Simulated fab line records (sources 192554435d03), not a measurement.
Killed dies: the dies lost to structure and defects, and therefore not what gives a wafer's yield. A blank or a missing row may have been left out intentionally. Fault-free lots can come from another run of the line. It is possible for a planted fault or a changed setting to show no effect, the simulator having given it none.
Matching of chambers || flow n5Finfet || N5_BEOL_M9_CURE_71 on uvCure-03 has 3 sister chambers
The step cures SiCOH lowk, time 240 s. 3 wafers are shown with their chamber, then 12 later ones without.

## WAFERS PAIRED WITH THEIR CHAMBERS
{"wafer": "L081.6", "chamber": 2, "wafer_temp_C_max": 387.2}
{"wafer": "L083.6", "chamber": 1, "wafer_temp_C_max": 387.6}
{"wafer": "L084.6", "chamber": 0, "wafer_temp_C_max": 387.1}

## WAFERS WITHOUT THEIR CHAMBER
{"wafer": "L088.1", "wafer_temp_C_max": 388.0}
{"wafer": "L088.2", "wafer_temp_C_max": 387.9}
{"wafer": "L088.3", "wafer_temp_C_max": 388.1}
{"wafer": "L090.1", "wafer_temp_C_max": 388.8}
{"wafer": "L090.2", "wafer_temp_C_max": 388.2}
{"wafer": "L090.6", "wafer_temp_C_max": 387.7}
{"wafer": "L091.1", "wafer_temp_C_max": 387.0}
{"wafer": "L091.4", "wafer_temp_C_max": 387.5}
{"wafer": "L091.5", "wafer_temp_C_max": 387.7}
{"wafer": "L097.2", "wafer_temp_C_max": 386.6}
{"wafer": "L097.3", "wafer_temp_C_max": 386.7}
{"wafer": "L097.6", "wafer_temp_C_max": 386.6}

## WHICH CHAMBER EACH ONE RAN IN
{"wafer": "L088.1", "from the rows above": "can't be placed: 1 or 2 or 0", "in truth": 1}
{"wafer": "L088.2", "from the rows above": "can't be placed: 1 or 2 or 0", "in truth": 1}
{"wafer": "L088.3", "from the rows above": "can't be placed: 1 or 2 or 0", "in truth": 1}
{"wafer": "L090.1", "from the rows above": "can't be placed: 1 or 2 or 0", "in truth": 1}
{"wafer": "L090.2", "from the rows above": "can't be placed: 1 or 2 or 0", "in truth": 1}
{"wafer": "L090.6", "from the rows above": "can't be placed: 1 or 2 or 0", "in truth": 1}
{"wafer": "L091.1", "from the rows above": "can't be placed: 0 or 2 or 1", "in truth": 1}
{"wafer": "L091.4", "from the rows above": "can't be placed: 1 or 2 or 0", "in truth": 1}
{"wafer": "L091.5", "from the rows above": "can't be placed: 1 or 2 or 0", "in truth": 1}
{"wafer": "L097.2", "from the rows above": "can't be placed: 0 or 2 or 1", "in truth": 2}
{"wafer": "L097.3", "from the rows above": "can't be placed: 0 or 2 or 1", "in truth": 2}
{"wafer": "L097.6", "from the rows above": "can't be placed: 0 or 2 or 1", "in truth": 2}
0 of 12 placed correctly. These rows do not allow placing 12 (true chamber among the candidates in 12). Wrongly placed: 0.
How it was worked out, from the rows above alone: a wafer's distance from a chamber is the root of the sum, over the readings, of the square of ((its reading less the chamber's mean) divided by the reading's scatter). The wafer belongs to the nearest chamber; if the next one is less than 2 further off, it can't be placed. Each chamber's mean is taken over the wafers shown for it. The scatter (one wafer shown for each chamber): square how far every hidden wafer sits from the nearest shown wafer, average those squares and take the square root.
